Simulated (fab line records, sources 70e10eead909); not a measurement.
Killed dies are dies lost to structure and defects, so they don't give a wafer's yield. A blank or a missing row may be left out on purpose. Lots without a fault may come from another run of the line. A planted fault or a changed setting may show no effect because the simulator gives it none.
A struck lot beside a sound one | flow nand_harc | 14 steps out of a route of 1159
Sound: wafers L808.1, L808.4, L808.5. Struck: wafers L819.1, L819.3, L819.4. The cause comes at the end.
At each step with rows: each side's tool, then ch and its chambers, then its first start. Under that, the readings that differ: sound wafers | struck wafers | difference of the means | sigmas: that difference in standard deviations of wafers without a fault.
alike: readings whose means differ by less than 2 such deviations, and words and numbers that are the same on both sides. not compared: withheld readings, readings that some wafer has no value for, bounds like >300 that may hide the same value, and numbers for which the record gives no deviation and whose values overlap.
The two part at a step that has a row with sigmas, a row that says differs or no value, or rows on one side only. Numbers that don't overlap but have no deviation are shown without sigmas and don't part them. A reading that every wafer of one side lacks parts them only if that side has two wafers or more.

first, 1 step without rows for these wafers: NHARC_A_STAIRCASE_SRD_474.
NHARC_A_STAIRCASE_INSPECT_155:
  sound on defect_inspect-01, day 13 16:18; struck on defect_inspect-01, day 16 19:44
  alike: raw_defect_count
NHARC_A_SGD_CUT_DEP_00: deposits SiNx, target thk 50 nm.
  sound on pecvd-02 ch 1,2, day 13 16:30; struck on pecvd-02 ch 0,1,2, day 16 19:49
  alike: heater_power_w
  not compared: since_wet_clean_h
then, 9 steps without rows for these wafers: NHARC_A_SGD_CUT_DEHYDRATE_01 (time 120 s); NHARC_A_SGD_CUT_HMDS_02 (time 30 s); NHARC_A_SGD_CUT_COAT_56 (time 75 s); NHARC_A_SGD_CUT_COAT_57 (time 65 s); NHARC_A_SGD_CUT_COAT_03 (resist thk 90 nm); NHARC_A_SGD_CUT_SOFTBAKE_04 (time 55 s); NHARC_A_SGD_CUT_EBR_05; NHARC_A_SGD_CUT_EXPOSE_06 (exposes mask SGD); NHARC_A_SGD_CUT_PEB_07 (peb time 65 s).
NHARC_A_SGD_CUT_DEVELOP_08: develop time 35 s.
  sound on litho_track-01 ch 0, day 13 17:00; struck on litho_track-01, day 16 20:00
  no value came back on the struck wafers for chill_plate_temp_C (C), develop_time_s (s); on the sound wafers chill_plate_temp_C (C) reads 23.15 23.04 23.21
NHARC_A_SGD_CUT_CD_MEAS_09: target cd 100 nm.
  sound on cd_sem-01 ch 0, day 13 17:12; struck on cd_sem-01 ch 0, day 16 20:31
  reading    | sound           | struck | difference                    | sigmas
  cd_nm (nm) | 99.2 100.2 99.5 | - - -  | no value on the struck wafers |

WHERE THEY PART
First at NHARC_A_SGD_CUT_DEVELOP_08; last, within this record, at NHARC_A_SGD_CUT_CD_MEAS_09.

WHY: what the simulator had put in
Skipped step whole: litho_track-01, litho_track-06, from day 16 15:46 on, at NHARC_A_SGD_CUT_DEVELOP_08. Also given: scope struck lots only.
